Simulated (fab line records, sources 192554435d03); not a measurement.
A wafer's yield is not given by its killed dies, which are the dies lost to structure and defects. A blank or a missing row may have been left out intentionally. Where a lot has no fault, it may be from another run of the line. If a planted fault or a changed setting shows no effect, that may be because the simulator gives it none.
Chamber matching	flow n5Finfet	4 sister chambers for N5_FIN_CUT_DESCUM_13 on rieDiel-02
The step chemistry O2, time 7 s. 14 wafers are shown with their chamber, then 7 later ones without.

== WAFERS PAIRED WITH THEIR CHAMBERS ==
wafer	chamber	showerheadPlenumPTorr (Torr)	drypumpMotorCurrentA (A)	throttleValvePct (%)
L074.2	3	2.02	5.9	20.45
L074.3	0	2.11	5.8	20.20
L074.4	1	2.19	6.2	20.40
L075.1	3	2.01	5.9	20.44
L075.3	2	2.08	5.0	20.14
L075.5	3	2.01	5.9	20.47
L084.3	0	2.10	5.7	20.26
L084.5	3	2.01	5.9	20.46
L084.6	2	2.08	4.9	20.18
L085.1	2	2.07	4.9	20.19
L085.2	0	2.10	5.7	20.24
L085.3	3	2.01	5.9	20.47
L085.4	3	2.01	5.9	20.48
L085.5	0	2.10	5.8	20.27

SIGNATURES, as means of the wafers listed above
reading	chamber 0	chamber 1	chamber 2	chamber 3	scatter within a chamber
showerheadPlenumPTorr	2.1025	2.1900	2.0767	2.0117	0.00474
drypumpMotorCurrentA	5.750	6.200	4.933	5.900	0.0408
throttleValvePct	20.2425	20.4000	20.1700	20.4617	0.0231
Rule: for each reading, subtract the chamber's mean from the wafer's reading, divide by that reading's scatter and square the result; add these up over the readings and take the root, which gives the wafer's distance from the chamber. The wafer belongs to the nearest chamber; if the next one is less than 2 further off, it can't be placed. The scatter: take each reading less its chamber's mean, square it, sum over the shown wafers, divide by the number of wafers less the number of chambers, and take the root.

== WAFERS WHOSE CHAMBER IS MISSING ==
wafer	showerheadPlenumPTorr (Torr)	drypumpMotorCurrentA (A)	throttleValvePct (%)
L085.6	2.07	5.0	20.18
L088.2	2.01	5.9	20.49
L088.5	2.01	5.9	20.50
L088.6	2.07	4.9	20.19
L094.1	2.09	5.7	20.28
L094.2	2.07	4.9	20.20
L094.5	2.17	6.2	20.45

== CHAMBER TAKEN BY EACH ==
wafer	from the rows above	in truth
L085.6	2	2
L088.2	3	3
L088.5	3	3
L088.6	2	2
L094.1	0	0
L094.2	2	2
L094.5	1	1
Correct placement for 7 of the 7. Can't be placed from these rows: 0. Wrongly placed: 0.
